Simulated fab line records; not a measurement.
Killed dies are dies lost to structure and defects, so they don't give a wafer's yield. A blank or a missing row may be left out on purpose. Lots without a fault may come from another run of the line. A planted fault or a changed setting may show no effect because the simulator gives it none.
fab line records -- flow n5_finfet
[record] lots = 10, wafers = 30, last_day = 18
route steps=1938 shown BEOL_M1@802 TV_OPEN@1888 PAD_METAL@1893 PASSIVATION@1936
lots untouched by any fault: they come from a run of this same line in which no faults occurred
start_h: hours from the record's first day to the start of the lot's first wafer shown -- wait_h: hours since the lot's step before -- " the same as in the row above -- L1.1+2: several wafers, shown together as one row -- - no value present, or no start provided -- * or withheld: withheld -- < > ~ a bound
route shown NAME@n: a module of which the file shows steps, and the number in the route of the first -- usual: mean/standard deviation taken from wafers without a fault -- same: alike in all rows -- chamber/n: place in a boat -- sites: readings site by site -- _std_site: the standard deviation of these -- _edge_site: outer sites' mean less inner sites' -- radius_mm: for every site, how far away it sits from the centre of the wafer -- mask NAME#n: copy n -- behind: the most recent tool/chamber to have shaped the wafer -- hold: why the lot went on hold/how many hours it stayed there/how the hold came to an end -- device: whichever transistor did not switch (one of n, p or np) -- end of line: at the end of the route, the tests of the same wafers -- a step without rows: its recipe alone -- killed: count of dies lost to structure and defects at first sort (not the wafer's yield) -- map: shows each die of a wafer: x if killed, . if not, _ if none is there
set.NAME: the setting as run; set.NAME@STEP: as run at that earlier step -- model.NAME: the simulator's own value behind a step, which no gauge read
one table for each step of the route and one row for each wafer, over a sample of lots
services: from which hour (start_h, from the record's first day; less than 0 if before it) a tool's chamber was out of use, for how many hours, and why
[[steps]]
[step N5_BEOL_M1_STRIP_97]
[recipe] chemistry = N2/H2, time_s = 10, power_w = 450, temp_c = 40, pressure_mtorr = 20, rf_frequency_hz = 6e+07, bias_power_w = 7, n2_flow_sccm = 200, h2_flow_sccm = 200
[usual] drypump_motor_current_A = 5.7/0.37, oes_product_au = 0.77/0.078, rf_vpp_V = 59.2/0.96, showerhead_plenum_p_Torr = 2.55/0.083, throttle_valve_pct = 23.89/0.22
lot.wafer,tool,chamber,start_h,wait_h,drypump_motor_current_A,oes_product_au,rf_hours_counter_h,rf_vpp_V,showerhead_plenum_p_Torr,throttle_valve_pct
L749.1,rie_diel-01,0,146.86,-,5.8,0.72,177,60.1,2.54,24.01
L749.4,rie_diel-01,1,146.86,-,6.0,0.76,173,58.0,2.53,24.08
L749.5,rie_diel-01,2,146.86,-,5.5,0.74,-,60.6,2.65,23.83
L752.2,rie_diel-03,2,171.23,-,5.3,0.76,144,59.0,2.52,23.71
L752.4,rie_diel-03,0,171.23,-,5.4,0.75,-,59.6,2.54,24.02
L752.6,rie_diel-03,2,171.23,-,5.4,0.76,-,59.2,2.52,23.72
L754.2,rie_diel-02,1,176.05,-,5.6,0.73,186,58.8,2.64,24.01
L754.3,rie_diel-02,3,176.05,-,5.0,0.96,19,59.1,2.70,23.58
L754.5,rie_diel-02,2,176.05,-,5.6,0.72,-,59.3,2.52,23.98
L753.1,rie_diel-03,0,176.24,-,5.5,0.74,180,58.4,2.54,24.04
L753.2,rie_diel-03,3,176.24,-,5.5,0.75,197,59.0,2.51,24.10
L753.6,rie_diel-03,3,176.24,-,5.5,0.74,-,57.9,2.51,24.11
L757.1,rie_diel-03,2,191.15,-,5.4,0.75,149,59.4,2.52,23.72
L757.4,rie_diel-03,3,191.15,-,5.4,0.74,200,59.4,2.51,24.10
L757.6,rie_diel-03,2,191.15,-,5.4,0.76,-,60.1,2.52,23.72
L759.2,rie_diel-03,0,196.66,-,5.5,0.74,184,58.1,2.54,24.04
L759.3,rie_diel-03,1,196.66,-,5.9,0.95,5,59.3,2.71,23.87
L759.4,rie_diel-03,2,196.66,-,5.3,0.75,151,61.7,2.52,23.72
L760.1,rie_diel-03,1,214.20,-,5.9,0.94,10,59.3,2.70,23.89
L760.2,rie_diel-03,2,214.20,-,5.4,0.75,156,59.6,2.52,23.73
L760.6,rie_diel-03,1,214.20,-,5.9,0.92,-,59.9,2.70,23.89
L764.3,rie_diel-01,3,233.10,-,6.5,0.71,195,57.3,2.42,23.94
L764.4,rie_diel-01,1,233.10,-,6.0,0.73,194,57.5,2.52,24.10
L764.6,rie_diel-01,1,233.10,-,6.1,0.73,-,61.0,2.52,24.10
L765.4,rie_diel-01,0,241.07,-,5.7,0.70,202,59.6,2.53,24.02
L765.5,rie_diel-01,1,241.07,-,6.0,0.73,-,58.9,2.52,24.09
L765.6,rie_diel-01,2,241.07,-,5.5,0.72,-,59.5,2.64,23.87
L766.1,rie_diel-01,3,247.57,-,6.4,0.73,200,58.7,2.42,23.95
L766.2,rie_diel-01,1,247.57,-,6.1,0.73,200,60.0,2.52,24.11
L766.4,rie_diel-01,0,247.57,-,5.7,0.71,205,60.1,2.53,24.01
[step N5_PASSIVATION_VIA_ETCH_13]
[recipe] chemistry = CHF3/O2, target = SiO2, target_depth_a = 6600, CHF3_flow_sccm = 50, O2_flow_sccm = 5, Ar_flow_sccm = 200, time_s = 330, mask_material = PR, pressure_mtorr = 30, source_w = 650, bias_w = 170, ion_energy_ev = 200, ends = cleared
[usual] drypump_motor_current_A = 5.6/0.31, etch_rf_on_time_s = 234/5.1, oes_product_au = 0.69/0.083, rf_fwd_power_W = 647.8/2.3, rf_vpp_V = 526/9.3, showerhead_plenum_p_Torr = 2.42/0.075, throttle_valve_pct = 19.09/0.22
lot.wafer,tool,chamber,start_h,wait_h,drypump_motor_current_A,etch_rf_on_time_s,oes_product_au,rf_fwd_power_W,rf_hours_counter_h,rf_vpp_V,showerhead_plenum_p_Torr,throttle_valve_pct
L749.1,rie_diel-02,0,310.30,0.0,5.8,233,0.74,649.2,86,527,2.34,18.53
L749.4,rie_diel-02,1,310.30,0.0,5.6,242,0.64,645.5,220,530,2.48,19.15
L749.5,rie_diel-02,1,310.30,0.0,5.6,239,0.63,644.1,-,530,2.48,19.15
L752.2,rie_diel-02,1,326.32,0.0,5.6,235,0.63,647.0,224,529,2.48,19.17
L752.4,rie_diel-02,0,326.32,0.0,5.8,235,0.73,651.8,90,525,2.34,18.54
L752.6,rie_diel-02,0,326.32,0.0,5.8,235,0.72,651.0,-,526,2.34,18.56
L754.2,rie_diel-01,2,343.03,0.1,5.5,231,0.63,647.5,220,523,2.46,19.29
L754.3,rie_diel-01,2,343.03,0.1,5.5,233,0.63,648.8,-,522,2.46,19.32
L754.5,rie_diel-01,2,343.03,0.1,5.5,235,0.64,650.5,-,522,2.46,19.32
L753.1,rie_diel-03,2,346.06,0.0,5.3,229,0.65,646.8,187,523,2.39,19.22
L753.2,rie_diel-03,3,346.06,0.0,5.5,237,0.64,648.8,238,515,2.38,19.32
L753.6,rie_diel-03,0,346.06,0.0,5.4,236,0.64,649.2,-,531,2.40,19.08
L757.1,rie_diel-03,2,355.73,0.0,5.4,227,0.66,639.0,189,520,2.38,19.24
L757.4,rie_diel-03,3,355.73,0.0,5.5,237,0.64,650.5,241,515,2.38,19.33
L757.6,rie_diel-03,1,355.73,0.0,5.9,225,0.79,644.6,-,543,2.54,19.00
L759.2,rie_diel-01,0,362.65,0.0,5.7,236,0.61,648.8,240,520,2.38,19.22
L759.3,rie_diel-01,1,362.65,0.0,6.1,235,0.63,648.4,243,526,2.38,19.29
L759.4,rie_diel-01,0,362.65,0.0,5.8,239,0.62,651.5,-,521,2.38,19.22
L764.3,rie_diel-02,3,381.41,0.0,5.0,234,0.77,646.3,78,537,2.55,19.11
L764.4,rie_diel-02,0,381.41,0.0,5.8,243,0.71,650.2,-,526,2.33,18.57
L764.6,rie_diel-02,1,381.41,0.0,5.6,242,0.61,646.3,-,530,2.47,19.19
L760.1,rie_diel-03,1,381.57,0.0,5.9,231,0.77,648.0,50,543,2.54,19.01
L760.2,rie_diel-03,2,381.57,0.0,5.3,235,0.65,646.7,197,521,2.38,19.26
L760.6,rie_diel-03,0,381.57,0.0,5.4,240,0.63,648.8,-,530,2.39,19.10
L766.1,rie_diel-01,1,414.35,0.0,6.1,229,0.87,649.7,7,525,2.38,18.92
L766.2,rie_diel-01,3,414.35,0.0,6.5,229,0.63,650.4,234,527,2.27,19.01
L766.4,rie_diel-01,2,414.35,0.0,5.5,239,0.61,649.5,249,523,2.45,19.36
L765.4,rie_diel-02,3,426.25,0.1,5.1,234,0.76,645.3,-,536,2.55,19.13
L765.5,rie_diel-02,0,426.25,0.1,5.8,238,0.71,648.5,-,526,2.33,18.61
L765.6,rie_diel-02,2,426.25,0.1,5.7,230,0.85,649.5,-,505,2.37,18.88
[step N5_PASSIVATION_ETCH_15]
[recipe] chemistry = CF4/N2, target = SiCN, target_depth_a = 750, taper_deg = 2, time_s = 81.2, ion_energy_ev = 150, mask_material = SiNx, pressure_mtorr = 40, source_w = 430, bias_w = 70, Ar_flow_sccm = 100, cf4_flow_sccm = 60, n2_flow_sccm = 60
[usual] drypump_motor_current_A = 5.6/0.31, oes_product_au = 0.77/0.092, rf_fwd_power_W = 427.9/1.5, rf_vpp_V = 382.6/1.7, showerhead_plenum_p_Torr = 2.22/0.067, throttle_valve_pct = 15.66/0.22
lot.wafer,tool,chamber,start_h,wait_h,drypump_motor_current_A,oes_product_au,rf_fwd_power_W,rf_hours_counter_h,rf_vpp_V,showerhead_plenum_p_Torr,throttle_valve_pct
L749.1,rie_diel-02,0,-,-,5.8,0.82,426.9,86,380.5,2.15,15.18
L749.4,rie_diel-02,1,-,-,5.6,0.69,427.1,220,383.2,2.27,15.72
L749.5,rie_diel-02,1,-,-,5.6,0.69,428.2,-,383.5,2.27,15.73
L752.2,rie_diel-02,1,-,-,5.6,0.69,428.0,224,382.8,2.27,15.72
L752.4,rie_diel-02,0,-,-,5.8,0.81,429.9,91,380.3,2.15,15.18
L752.6,rie_diel-02,0,-,-,5.8,0.81,430.6,-,381.4,2.15,15.19
L754.2,rie_diel-01,2,-,-,5.5,0.71,429.4,221,383.9,2.26,15.95
L754.3,rie_diel-01,2,-,-,5.5,0.70,428.1,-,384.1,2.26,15.95
L754.5,rie_diel-01,2,-,-,5.5,0.71,428.4,-,384.5,2.26,15.95
L753.1,rie_diel-03,2,-,-,5.3,0.73,425.8,187,381.6,2.19,15.81
L753.2,rie_diel-03,3,-,-,5.5,0.70,426.5,238,381.3,2.18,15.89
L753.6,rie_diel-03,0,-,-,5.5,0.71,428.6,-,381.5,2.19,15.64
L757.1,rie_diel-03,2,-,-,5.3,0.72,425.3,189,381.5,2.18,15.81
L757.4,rie_diel-03,3,-,-,5.5,0.70,428.9,241,380.9,2.18,15.91
L757.6,rie_diel-03,1,-,-,5.9,0.87,428.0,-,384.0,2.32,15.47
L759.2,rie_diel-01,0,-,-,5.7,0.68,426.7,240,383.0,2.19,15.82
L759.3,rie_diel-01,1,-,-,6.0,0.70,430.3,243,381.2,2.17,15.82
L759.4,rie_diel-01,0,-,-,5.7,0.68,429.9,-,381.3,2.19,15.82
L764.3,rie_diel-02,3,-,-,5.0,0.85,427.2,78,384.9,2.33,15.61
L764.4,rie_diel-02,0,-,-,5.8,0.80,426.7,-,381.0,2.14,15.24
L764.6,rie_diel-02,1,-,-,5.6,0.67,428.0,-,385.2,2.26,15.77
L760.1,rie_diel-03,1,-,-,5.9,0.86,426.2,50,384.2,2.32,15.50
L760.2,rie_diel-03,2,-,-,5.3,0.72,426.3,197,384.0,2.18,15.82
L760.6,rie_diel-03,0,-,-,5.4,0.71,427.4,-,382.1,2.19,15.66
L766.1,rie_diel-01,1,-,-,6.1,0.96,428.0,7,382.3,2.17,15.35
L766.2,rie_diel-01,3,-,-,6.4,0.69,426.6,234,380.5,2.09,15.66
L766.4,rie_diel-01,2,-,-,5.5,0.68,429.2,250,383.8,2.25,16.00
L765.4,rie_diel-02,3,-,-,5.0,0.84,425.5,-,384.2,2.33,15.64
L765.5,rie_diel-02,0,-,-,5.8,0.77,428.9,-,380.8,2.14,15.25
L765.6,rie_diel-02,2,-,-,5.6,0.95,429.1,-,381.7,2.17,15.41
[step N5_PASSIVATION_DEGAS_18]
[recipe] ambient = vacuum, temp_c = 300, time_s = 60
[usual] heater_power_w = 477/64
lot.wafer,tool,chamber,start_h,wait_h,heater_power_w
L749.1,pvd_sputter-02,-,310.77,0.1,466
L749.4,pvd_sputter-02,-,310.77,0.1,568
L749.5,pvd_sputter-02,-,310.77,0.1,473
L752.2,pvd_sputter-03,-,327.02,0.3,481
L752.4,pvd_sputter-03,-,327.02,0.3,411
L752.6,pvd_sputter-03,-,327.02,0.3,527
L754.2,pvd_sputter-02,-,343.65,0.0,473
L754.3,pvd_sputter-02,-,343.65,0.0,580
L754.5,pvd_sputter-02,-,343.65,0.0,579
L753.1,pvd_sputter-01,-,346.82,0.4,498
L753.2,pvd_sputter-01,-,346.82,0.4,472
L753.6,pvd_sputter-01,-,346.82,0.4,316
L757.1,pvd_sputter-01,-,356.74,0.6,318
L757.4,pvd_sputter-01,-,356.74,0.6,491
L757.6,pvd_sputter-01,-,356.74,0.6,481
L759.2,pvd_sputter-02,-,363.76,0.7,515
L759.3,pvd_sputter-02,-,363.76,0.7,465
L759.4,pvd_sputter-02,-,363.76,0.7,581
L764.3,pvd_sputter-01,-,382.02,0.2,471
L764.4,pvd_sputter-01,-,382.02,0.2,488
L764.6,pvd_sputter-01,-,382.02,0.2,509
L760.1,pvd_sputter-01,-,382.36,0.4,513
L760.2,pvd_sputter-01,-,382.36,0.4,468
L760.6,pvd_sputter-01,-,382.36,0.4,494
L766.1,pvd_sputter-02,-,414.82,0.1,454
L766.2,pvd_sputter-02,-,414.82,0.1,513
L766.4,pvd_sputter-02,-,414.82,0.1,485
L765.4,pvd_sputter-02,-,427.27,0.7,505
L765.5,pvd_sputter-02,-,427.27,0.7,517
L765.6,pvd_sputter-02,-,427.27,0.7,465
[step N5_PASSIVATION_PROBE_49]
[usual] defect_limited_yield = 91.1/1.4, killed_at_M0_to_M3 = 36/11, killed_at_M4_up = 14/5.2, killed_at_contacts = 12/6.1, killed_at_front_end = 40/12, killed_at_other = 3.2/2.5, killed_dies = 105/16, killed_open = 68/12, killed_short = 35/8.7, sort_bin_5_function = 5.2/0.89, sort_bin_6_memory = 3.3/0.66, sort_n_pass = 1074/16, sort_yield_pct = 91.1/1.4
[same] gross_dies = 1180, killed_at_back_side = 0, sort_bin_4_leakage[%] = 0, sort_bin_8_speed[%] = 0
lot.wafer,tool,chamber,start_h,wait_h,defect_limited_yield[%],killed_at_M0_to_M3,killed_at_M4_up,killed_at_contacts,killed_at_front_end,killed_at_other,killed_dies,killed_open,killed_short,sort_bin_5_function[%],sort_bin_6_memory[%],sort_n_pass,sort_yield_pct[%]
L757.1,prober-02,-,362.48,0.0,81.8,146,15,11,34,9,215,59,31,11.7,4.2,965,81.8
L757.4,prober-02,-,362.63,0.2,93.6,27,10,10,26,2,75,42,27,3.7,2.2,1105,93.6
L757.6,prober-02,-,362.73,0.3,81.9,165,7,9,23,10,214,62,29,10.9,4.0,966,81.9
L759.2,prober-02,-,370.11,0.1,92.2,34,12,13,31,2,92,61,30,4.5,3.1,1088,92.2
L759.3,prober-02,-,370.16,0.1,93.1,26,10,12,34,0,82,52,30,4.4,2.5,1098,93.1
L759.4,prober-02,-,370.21,0.2,79.9,181,11,11,33,1,237,74,36,13.6,4.2,943,79.9
L760.1,prober-01,-,388.14,0.0,90.4,42,10,5,49,7,113,62,46,4.7,3.8,1067,90.4
L760.2,prober-01,-,388.19,0.1,78.6,172,13,11,53,3,252,87,46,12.8,5.6,928,78.6
L760.6,prober-01,-,388.39,0.3,89.3,61,12,8,41,4,126,82,39,6.1,3.9,1054,89.3
L765.4,prober-02,-,434.54,0.2,91.7,29,13,13,42,1,98,65,31,4.7,3.1,1082,91.7
L765.5,prober-02,-,434.59,0.2,92.5,17,19,13,40,0,89,60,26,5.2,2.1,1091,92.5
L765.6,prober-02,-,434.64,0.3,92.1,15,15,16,42,5,93,52,34,5.2,2.5,1087,92.1
// killed by level:class
L757.1 BEOL_M1:unspecified=121 BEOL_M2:geometric_particle:open=9 FIN_SAQP:geometric_particle:short=8 FIN_SAQP:geometric_particle:open=7 MOL_CONTACT_COAG:geometric_particle:open=7 BEOL_M5:geometric_particle:open=6 STARTING-WAFER:geometric_particle:short=5 BEOL_M0_SAQP:geometric_particle:short=5
L757.4 MOL_CONTACT_COAG:geometric_particle:open=9 FIN_SAQP:geometric_particle:open=6 BEOL_M0_SAQP:geometric_particle:short=6 FIN_SAQP:geometric_particle:short=4 BEOL_M0_SAQP:geometric_particle:open=4 ILD0:geometric_particle:short=3 GATE_CUT:geometric_particle:open=3 BEOL_M0:geometric_particle:open=3
L757.6 BEOL_M1:unspecified=120 BEOL_M0_SAQP:geometric_particle:open=16 BEOL_M2:geometric_particle:open=12 BEOL_M0_SAQP:geometric_particle:short=9 MOL_CONTACT_COAG:geometric_particle:open=6 FIN_SAQP:geometric_particle:open=5 STARTING-WAFER:geometric_particle:short=4 PASS1_CAP:geometric_particle:short=4
L759.2 BEOL_M3:geometric_particle:open=10 MOL_CONTACT_COAG:geometric_particle:open=9 FIN_SAQP:geometric_particle:open=8 BEOL_M0_SAQP:geometric_particle:short=8 STI_FIN_REVEAL:geometric_particle:open=7 BEOL_M2:geometric_particle:open=7 GATE_CUT:geometric_particle:open=5 MOL_CONTACT_COAG:geometric_particle:short=4
L759.3 MOL_CONTACT_COAG:geometric_particle:open=11 GATE_CUT:geometric_particle:short=9 STI_FIN_REVEAL:geometric_particle:open=7 BEOL_M2:geometric_particle:open=6 BEOL_M0_SAQP:geometric_particle:short=6 BEOL_M4:geometric_particle:open=6 BEOL_M0_SAQP:geometric_particle:open=5 BEOL_M3:geometric_particle:open=4
L759.4 BEOL_M1:unspecified=126 BEOL_M0_SAQP:geometric_particle:short=16 BEOL_M2:geometric_particle:open=13 MOL_CONTACT_COAG:geometric_particle:open=10 BEOL_M0_SAQP:geometric_particle:open=10 FIN_SAQP:geometric_particle:open=8 STI_FIN_REVEAL:geometric_particle:open=8 BEOL_M3:geometric_particle:open=8
L760.1 FIN_SAQP:geometric_particle:short=10 FIN_SAQP:geometric_particle:open=9 BEOL_M2:geometric_particle:open=9 STI_FIN_REVEAL:geometric_particle:open=8 BEOL_M3:geometric_particle:short=7 BEOL_M2:geometric_particle:short=6 BEOL_M3:geometric_particle:open=6 BEOL_M0_SAQP:geometric_particle:short=5
L760.2 BEOL_M1:unspecified=118 FIN_SAQP:geometric_particle:short=13 BEOL_M3:geometric_particle:open=13 BEOL_M2:geometric_particle:open=11 DUMMY_GATE:geometric_particle:open=10 BEOL_M1:geometric_particle:open=8 FIN_SAQP:geometric_particle:open=7 STI_FIN_REVEAL:geometric_particle:open=7
L760.6 BEOL_M3:geometric_particle:open=14 BEOL_M2:geometric_particle:open=12 FIN_SAQP:geometric_particle:short=10 BEOL_M1:geometric_particle:open=10 DUMMY_GATE:geometric_particle:open=8 BEOL_M0_SAQP:geometric_particle:short=7 BEOL_M4:geometric_particle:open=7 MOL_CONTACT_COAG:geometric_particle:open=6
L765.4 STI_FIN_REVEAL:geometric_particle:open=10 MOL_CONTACT_COAG:geometric_particle:open=10 BEOL_M4:geometric_particle:open=8 BEOL_M0_SAQP:geometric_particle:short=8 FIN_SAQP:geometric_particle:short=7 BEOL_M2:geometric_particle:open=6 BEOL_M3:geometric_particle:open=6 FIN_SAQP:geometric_particle:open=5
L765.5 MOL_CONTACT_COAG:geometric_particle:open=12 DUMMY_GATE:geometric_particle:open=11 BEOL_M4:geometric_particle:open=11 GATE_CUT:geometric_particle:short=6 BEOL_M1:geometric_particle:short=4 FIN_SAQP:geometric_particle:open=3 STI_FIN_REVEAL:geometric_particle:open=3 GATE_CUT:geometric_particle:open=3
L765.6 MOL_CONTACT_COAG:geometric_particle:open=13 FIN_SAQP:geometric_particle:short=7 GATE_CUT:geometric_particle:short=7 FIN_SAQP:geometric_particle:open=6 STI_FIN_REVEAL:geometric_particle:open=5 DUMMY_GATE:geometric_particle:open=4 MOL_CONTACT_COAG:geometric_particle:short=3 BEOL_M1:geometric_particle:short=3
[[services]]
tool,chamber,start_h,hours,kind
rie_diel-03,1,123.37,2.8,repair
rie_diel-01,1,129.06,5.2,repair
rie_diel-01,1,149.61,2.3,repair
rie_diel-01,2,150.61,2.8,repair
rie_diel-03,1,161.54,-,clean
rie_diel-03,1,161.54,-,consumable_replace:focus_ring
rie_diel-03,1,161.54,-,consumable_replace:showerhead
rie_diel-03,1,161.54,15.7,scheduled_down
rie_diel-03,1,161.54,15.7,vent_cycle
pvd_sputter-03,-,168.35,2.5,repair
rie_diel-03,-,238.74,15.6,pm
rie_diel-02,-,241.28,5.4,repair
pvd_sputter-03,-,256.81,10.5,repair
rie_diel-03,0,260.05,1.3,repair
rie_diel-03,-,329.81,14.6,pm
rie_diel-01,-,333.19,2.8,pm
rie_diel-01,1,381.97,-,clean
rie_diel-03,3,389.85,-,clean
rie_diel-03,3,389.85,-,consumable_replace:focus_ring
rie_diel-03,3,389.85,28.8,scheduled_down
rie_diel-03,3,389.85,28.8,vent_cycle
pvd_sputter-02,-,394.73,1.5,repair
rie_diel-02,2,402.51,9.0,repair
rie_diel-02,0,411.74,1.9,repair
[[key]]
[first_sign] step = N5_PASSIVATION_PROBE_49, reading = killed_at_M0_to_M3, direction = up, sigmas = 12, usual = 36, struck = 166
[effect] step = N5_PASSIVATION_PROBE_49, reading = killed_dies, direction = up, sigmas = 7.6, usual = 105, struck = 230
[more_kills_born_at] N5_BEOL_M1_STRIP_97@rie_diel-03 = 485
met_at N5_BEOL_M1_STRIP_97
struck_lots L757,L759,L760
struck_wafers L757.1,L757.6,L759.4,L760.2
not_acting_at N5_PASSIVATION_VIA_ETCH_13,N5_PASSIVATION_ETCH_15,N5_PASSIVATION_DEGAS_18
onset_between 171.23 191.15
[fault] kind = chamber_particle_source, tool = rie_diel-03, chamber = 2, onset_h = 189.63, steps = N5_BEOL_M1_STRIP_97, rate_per_visit_cm2 = 0.82864, end_h = 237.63
